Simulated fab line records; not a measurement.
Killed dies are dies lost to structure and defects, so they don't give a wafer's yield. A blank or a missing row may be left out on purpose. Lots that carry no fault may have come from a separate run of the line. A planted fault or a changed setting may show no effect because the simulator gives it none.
Split-lot trial | flow n5-finfet | on a route of 1938 steps: 7 lots, 21 wafers read

== THE SPLIT ==
At N5_BEOL_M3_COAT_62 (time 60 s, resist thk 12 nm), the setting spin-rpm was moved away from the recipe's 1500 rpm on 6 of the 21 wafers read, by -9.8% to +9.5%. For the rest of the wafers, this setting stayed at what the recipe calls for.

== FROM THE SPLIT TO THE READING: what the file shows between them, 5 steps ==
- N5_BEOL_M3_COAT_73: time 60 s, resist thk 5 nm (also split here: temp-c)
- N5_BEOL_M3_COAT_05: resist thk 30 nm
- N5_BEOL_M3_EBR_07
- N5_BEOL_M3_DESCUM_16: chemistry O2, time 7 s
- N5_BEOL_M3_ETCH_74: etches underlayer in N2/H2, target depth 6.5 nm, time 5.2 s

== THE READING ==
etch.depth-nm (the simulator's own value, which no gauge read), in nm, at N5_BEOL_M3_ETCH_63 (etches SiARC in CF4, target depth 15.6 nm, time 26 s). The file gives no usual value for it. The 15 wafers here that ran the recipe average 12.01 nm, standard deviation 0.021 nm.

wafer  | tool, chamber at the split | spin-rpm as run, rpm | against the recipe | etch.depth-nm, nm | against lot-mates on the recipe
L074.2 | litho-track-03, 0          | 1587                 | +5.8%              | 11.67             | -0.34
L074.4 | litho-track-03, 0          | 1500                 | recipe             | 12                | -
L074.5 | litho-track-03, 0          | 1500                 | recipe             | 12.02             | -
L075.3 | litho-track-04, 0          | 1500                 | recipe             | 12.03             | -
L075.4 | litho-track-04, 0          | 1500                 | recipe             | 12                | -
L075.5 | litho-track-04, 0          | 1500                 | recipe             | 12.05             | -
L080.2 | litho-track-01, 0          | 1643                 | +9.5%              | 11.44             | -0.54
L080.3 | litho-track-01, 0          | 1500                 | recipe             | 11.97             | -
L080.4 | litho-track-01, 0          | 1500                 | recipe             | 11.98             | -
L084.1 | litho-track-03, 0          | 1500                 | recipe             | 12.03             | -
L084.3 | litho-track-03, 0          | 1500                 | recipe             | 12.01             | -
L084.5 | litho-track-03, 0          | 1500                 | recipe             | 12.01             | -
L086.2 | litho-track-04, 0          | 1500                 | recipe             | 11.99             | -
L086.4 | litho-track-04, 0          | 1625                 | +8.3%              | 11.52             | -0.47
L086.6 | litho-track-04, 0          | 1625                 | +8.3%              | 11.51             | -0.48
L091.1 | litho-track-04, 0          | 1439                 | -4.1%              | 12.32             | +0.30
L091.4 | litho-track-04, 0          | 1500                 | recipe             | 12                | -
L091.6 | litho-track-04, 0          | 1500                 | recipe             | 12.03             | -
L097.3 | litho-track-03, 0          | 1500                 | recipe             | 12.03             | -
L097.4 | litho-track-03, 0          | 1500                 | recipe             | 12                | -
L097.6 | litho-track-03, 0          | 1353                 | -9.8%              | 12.67             | +0.65

FIT RESULTS
A straight line over all 21 wafers: etch.depth-nm changes by -0.0627 nm for each +1% of spin-rpm; r = -1.00; the points scatter about the line by 0.026 nm.
The same after taking each lot's own level away (the mean of its wafers on the recipe; 21 wafers): -0.0608 nm for each +1%; r = -1.00; scatter 0.024 nm.
The reading moves by 0.6 nm for the largest change in spin-rpm, on that fit.
The lots' own levels span 11.975 to 12.027 nm, that is 2.5 times the standard deviation above.
The two slopes agree, so the slope changes little with the lot-to-lot level.
Check: with one of the wafers moved furthest among these (-9.8%) left out of the fit, the line predicts +0.58 nm for it against its lot-mates. Against them it came out at +0.655 nm.

== THE OTHER SPLITS THESE WAFERS WENT THROUGH ==
Other splits were also applied to these wafers ahead of the reading. Each is held against what the fit with the lots' levels taken away leaves over:
other split on the same wafers   | wafers away from the commonest value | r with etch.depth-nm (lot level and that fit taken away)
N5_BEOL_M2_TRENCH_ETCH_37 time-s | 9                                    | -0.14
N5_BEOL_M3_COAT_73 temp-c        | 6                                    | -0.47

== THE WHOLE CHAIN: every reading that the file lists as answering this split, in the file's order ==
step               | what it does                                         | reading                                                                            | change (the file's fit)                | r (the file's)
N5_BEOL_M3_COAT_62 | time 60 s, resist thk 12 nm                          | SiARC_of_BEOL_M3_COAT_62.thk-nm (the simulator's own value, which no gauge read)   | -0.0616 nm for each +1% of the setting | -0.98
N5_BEOL_M3_ETCH_63 | etches SiARC in CF4, target depth 15.6 nm, time 26 s | CAR-EUV_of_BEOL_M3_COAT_05.thk-nm (the simulator's own value, which no gauge read) | +0.0649 nm for each +1% of the setting | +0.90
N5_BEOL_M3_ETCH_63 | etches SiARC in CF4, target depth 15.6 nm, time 26 s | etch.depth-nm (the simulator's own value, which no gauge read)                     | -0.0609 nm for each +1% of the setting | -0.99

== THE FILE'S OWN FIT ==
etch.depth-nm changes by -0.0609 nm for each +1% of spin-rpm, r = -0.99.
